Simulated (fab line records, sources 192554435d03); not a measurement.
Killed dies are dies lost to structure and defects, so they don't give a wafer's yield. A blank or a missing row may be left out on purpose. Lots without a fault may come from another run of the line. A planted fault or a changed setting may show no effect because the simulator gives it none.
Chamber matching | flow n5_finfet | N5_DUMMY_GATE_STRIP_48 on rie_diel-05: 4 sister chambers
The step strips in N2/H2, time 20 s. 8 wafers are shown with their chamber, then 8 later ones without.

WAFERS WITH THEIR CHAMBER
wafer  | chamber | drypump_motor_current_A (A) | showerhead_plenum_p_Torr (Torr)
L079.5 | 1       | 5.5                         | 3.23
L083.1 | 2       | 5.8                         | 3.39
L083.5 | 3       | 5.4                         | 3.40
L088.1 | 2       | 5.8                         | 3.39
L088.5 | 3       | 5.5                         | 3.40
L089.2 | 1       | 5.5                         | 3.22
L089.6 | 0       | 6.1                         | 3.33
L090.1 | 0       | 6.1                         | 3.33

WAFERS WITHOUT THEIR CHAMBER
wafer  | drypump_motor_current_A (A) | showerhead_plenum_p_Torr (Torr)
L090.4 | 5.8                         | 3.38
L090.5 | 5.5                         | 3.22
L091.1 | 6.0                         | 3.33
L091.4 | 5.4                         | 3.40
L091.5 | 5.5                         | 3.40
L093.2 | 6.1                         | 3.33
L093.5 | 6.1                         | 3.33
L093.6 | 5.5                         | 3.22

WHICH CHAMBER EACH WENT THROUGH
wafer  | from the rows above | in truth
L090.4 | 2                   | 2
L090.5 | 1                   | 1
L091.1 | 0                   | 0
L091.4 | 3                   | 3
L091.5 | 3                   | 3
L093.2 | 0                   | 0
L093.5 | 0                   | 0
L093.6 | 1                   | 1
Placed correctly: 8 of 8. Can't be placed from these rows: 0. Placed wrongly: 0.
How it was worked out, from the rows above alone: a wafer's distance from a chamber is the root of the sum, over the readings, of the square of ((its reading less the chamber's mean) divided by the reading's scatter). The wafer belongs to the nearest chamber; if the next one is less than 2 further off, it can't be placed. A chamber's mean is the mean of its shown wafers. The scatter: the root of (the sum of the squares of (reading less its chamber's mean) over the shown wafers, divided by (wafers less chambers)).
